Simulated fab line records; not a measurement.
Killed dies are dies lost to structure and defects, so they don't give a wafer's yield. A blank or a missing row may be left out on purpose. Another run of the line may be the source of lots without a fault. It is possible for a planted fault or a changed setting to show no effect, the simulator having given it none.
Which tool was responsible? | flow n5 finfet | 11 lots, 30 wafers sampled, at 5 steps of a route of 1938

## WHAT EACH GAUGE READ, for each wafer
The record lacks any reading of a measuring or inspecting step that a usual standard deviation could be used to judge.

## TOOL THAT RAN EACH LOT (tool first, then ch and the chambers of the sampled wafers, then the start)
lot  | N5_BEOL_M6_ETCH_65                 | N5_BEOL_M6_ETCH_66                 | N5_BEOL_M6_ETCH_41                            | N5_BEOL_M6_ALD_77                   | N5_PASSIVATION_PROBE_49
L137 | rie diel-05 ch 1, day 9 03:52      | rie diel-05 ch 1, day 9 03:54      | rie diel-05 ch 1, day 9 05:09 or earlier      | ald metal-03 ch 0,1, day 9 05:09    | -
L138 | rie diel-05 ch 0,1,2, day 9 12:32  | rie diel-05 ch 0,1,2, day 9 12:34  | rie diel-05 ch 0,1,2, day 9 13:46 or earlier  | ald metal-02 ch 0,1, day 9 13:46    | -
L142 | rie diel-03 ch 0,1,3, day 10 08:18 | rie diel-03 ch 0,1,3, day 10 08:20 | rie diel-03 ch 0,1,3, day 10 09:20 or earlier | ald metal-04 ch 1,2,3, day 10 09:20 | -
L143 | rie diel-05 ch 0,1, day 10 11:10   | rie diel-05 ch 0,1, day 10 11:12   | rie diel-05 ch 0,1, day 10 12:18 or earlier   | ald metal-02 ch 0,1,3, day 10 12:18 | -
L146 | rie diel-05 ch 0,2, day 11 10:30   | rie diel-05 ch 0,2, day 11 10:32   | rie diel-05 ch 0,2, day 11 13:26 or earlier   | ald metal-04 ch 0,2,3, day 11 13:26 | -
L148 | rie diel-01 ch 1,2, day 11 22:01   | rie diel-01 ch 1,2, day 11 22:03   | rie diel-01 ch 1,2, day 11 23:04 or earlier   | ald metal-04 ch 1,2,3, day 11 23:04 | -
L149 | rie diel-03 ch 0,2, day 12 01:19   | rie diel-03 ch 0,2, day 12 01:20   | rie diel-03 ch 0,2, day 12 02:40 or earlier   | ald metal-04 ch 1, day 12 02:40     | -
L151 | rie diel-01 ch 1,2, day 13 02:28   | rie diel-01 ch 1,2, day 13 02:29   | rie diel-01 ch 1,2, day 13 03:38 or earlier   | ald metal-04 ch 2,3, day 13 03:38   | prober-01, day 16 10:17
L157 | rie diel-01 ch 0,3, day 14 01:19   | rie diel-01 ch 0,3, day 14 01:20   | rie diel-01 ch 0,3, day 14 02:36 or earlier   | ald metal-03 ch 0,3, day 14 02:36   | -
L158 | rie diel-05 ch 0,2,3, day 14 05:23 | rie diel-05 ch 0,2,3, day 14 05:25 | rie diel-05 ch 0,2,3, day 14 06:26 or earlier | ald metal-03 ch 0,2,3, day 14 06:26 | -
L160 | rie diel-05 ch 0,2, day 14 17:03   | rie diel-05 ch 0,2, day 14 17:05   | rie diel-05 ch 0,2, day 14 18:43 or earlier   | ald metal-02 ch 2,3, day 14 18:43   | -
- N5_BEOL_M6_ETCH_65: etches SiARC in CF4, target depth 15.6 nm, time 26 s.
- N5_BEOL_M6_ETCH_66: etches SOC in N2/H2, target depth 80 nm, overetch 16 nm, time 120 s.
- N5_BEOL_M6_ETCH_41: etches SiCN in CH3F/O2, target depth 29.7 nm, time 52 s.
- N5_BEOL_M6_ALD_77: deposits TaN, target thk 2 nm, pulse time 2 s, purge time 3 s.
- N5_PASSIVATION_PROBE_49

## AS READ BY THE TOOLS THEMSELVES (means over the sampled wafers that have a number; for cases with no such wafer, the mark the record gives instead)
N5_BEOL_M6_ETCH_65.
lot  | tool        | drypump motor current A (A) | etch rf on time s (s) | oes product au (a.u.) | rf vpp V (V) | showerhead plenum p Torr (Torr) | throttle valve pct (%)
L137 | rie diel-05 | 5.6                         | 27.0                  | 0.62                  | 184.8        | 2.19                            | 15.62
L138 | rie diel-05 | 5.4                         | 26.7                  | 0.61                  | 184.7        | 2.20                            | 15.85
L142 | rie diel-03 | 5.8                         | 26.1                  | 0.66                  | 184.4        | 2.14                            | 15.41
L143 | rie diel-05 | 5.5                         | 26.4                  | 0.62                  | 185.2        | 2.20                            | 15.75
L146 | rie diel-05 | 5.3                         | 25.8                  | 0.62                  | 185.2        | 2.20                            | 16.01
L148 | rie diel-01 | 5.8                         | 25.8                  | 0.66                  | 183.4        | 2.11                            | 15.51
L149 | rie diel-03 | 5.5                         | 26.9                  | 0.60                  | 184.8        | 2.17                            | 15.60
L151 | rie diel-01 | 5.8                         | 25.6                  | 0.68                  | 184.0        | 2.10                            | 15.56
L157 | rie diel-01 | 5.7                         | 25.2                  | 0.79                  | 183.6        | 2.11                            | 15.56
L158 | rie diel-05 | 5.7                         | 26.0                  | 0.74                  | 185.4        | 2.22                            | 15.70
L160 | rie diel-05 | 5.3                         | 26.3                  | 0.67                  | 184.2        | 2.19                            | 15.90

N5_BEOL_M6_ETCH_66.
lot  | tool        | drypump motor current A (A) | oes product au (a.u.) | rf vpp V (V) | showerhead plenum p Torr (Torr) | throttle valve pct (%)
L137 | rie diel-05 | 5.6                         | 0.57                  | 525.7        | 2.60                            | 17.69
L138 | rie diel-05 | 5.4                         | 0.56                  | 526.1        | 2.62                            | 18.11
L142 | rie diel-03 | 5.7                         | 0.60                  | 524.6        | 2.56                            | 17.64
L143 | rie diel-05 | 5.5                         | 0.56                  | 526.5        | 2.60                            | 17.90
L146 | rie diel-05 | 5.3                         | 0.55                  | 525.7        | 2.63                            | 18.32
L148 | rie diel-01 | 5.8                         | 0.58                  | 523.3        | 2.50                            | 17.65
L149 | rie diel-03 | 5.5                         | 0.56                  | 524.7        | 2.58                            | 17.75
L151 | rie diel-01 | 5.8                         | 0.60                  | 521.8        | 2.50                            | 17.71
L157 | rie diel-01 | 5.7                         | 0.69                  | 522.5        | 2.50                            | 17.81
L158 | rie diel-05 | 5.7                         | 0.66                  | 527.2        | 2.64                            | 17.97
L160 | rie diel-05 | 5.3                         | 0.61                  | 525.6        | 2.61                            | 18.25

N5_BEOL_M6_ETCH_41.
lot  | tool        | drypump motor current A (A) | oes product au (a.u.) | rf vpp V (V) | showerhead plenum p Torr (Torr) | throttle valve pct (%)
L137 | rie diel-05 | 5.6                         | 0.72                  | 298.4        | 2.05                            | 16.34
L138 | rie diel-05 | 5.4                         | 0.73                  | 299.0        | 2.06                            | 16.55
L142 | rie diel-03 | 5.7                         | 0.78                  | 297.8        | 2.00                            | 16.09
L143 | rie diel-05 | 5.6                         | 0.74                  | 298.7        | 2.05                            | 16.47
L146 | rie diel-05 | 5.3                         | 0.72                  | 298.4        | 2.06                            | 16.68
L148 | rie diel-01 | 5.7                         | 0.77                  | 296.3        | 1.96                            | 16.16
L149 | rie diel-03 | 5.5                         | 0.71                  | 297.2        | 2.02                            | 16.25
L151 | rie diel-01 | 5.8                         | 0.79                  | 295.7        | 1.96                            | 16.21
L157 | rie diel-01 | 5.7                         | 0.91                  | 296.3        | 1.97                            | 16.31
L158 | rie diel-05 | 5.7                         | 0.85                  | 299.3        | 2.08                            | 16.42
L160 | rie diel-05 | 5.3                         | 0.79                  | 298.9        | 2.04                            | 16.59

N5_BEOL_M6_ALD_77.
lot  | tool         | heater power w (W)
L137 | ald metal-03 | 484
L138 | ald metal-02 | 375
L142 | ald metal-04 | 396
L143 | ald metal-02 | 365
L146 | ald metal-04 | 406
L148 | ald metal-04 | 392
L149 | ald metal-04 | 398
L151 | ald metal-04 | 392
L157 | ald metal-03 | 457
L158 | ald metal-03 | 451
L160 | ald metal-02 | 415

N5_PASSIVATION_PROBE_49.
lot  | tool      | defect limited yield (%) | killed_at_M0_to_M3 | killed_at_M4_up | killed at contacts | killed at front end | killed at other | killed dies | killed open | killed short | sort_bin_5_function (%) | sort_bin_6_memory (%) | sort_bin_8_speed (%) | sort n pass
L151 | prober-01 | 91.7                     | 25                 | 13              | 4                  | 47                  | 9               | 98          | 56          | 42           | 4.5                     | 3.3                   | 0.00                 | 1082

## THE ANSWER, worked out from the rows above alone
Rule: what is usual is taken from the lots themselves. The widest of any qualifying gaps counts: lots, ordered by their means at a reading, are off when they make up no more than a third of the lots, leave a main group of 4 or more, and stand apart from it by 3 or more times the standard deviation of that group's means. A main group is skipped when, at the precision printed for the reading in the tables above, its means are all equal. Also off: a lot with no number at a reading for which 4 or more lots have one. Any other lot the step has rows for is counted as sound. First the gauges in route order, then the tools' own readings, where a lot's mean is used as printed above. The first step at which some lot is off is used, and at that step the reading that is off furthest; a lot without a number counts as furthest.
No lot is off at any reading shown: from this, nothing can be told.

## WHAT THE SIMULATOR PUT IN
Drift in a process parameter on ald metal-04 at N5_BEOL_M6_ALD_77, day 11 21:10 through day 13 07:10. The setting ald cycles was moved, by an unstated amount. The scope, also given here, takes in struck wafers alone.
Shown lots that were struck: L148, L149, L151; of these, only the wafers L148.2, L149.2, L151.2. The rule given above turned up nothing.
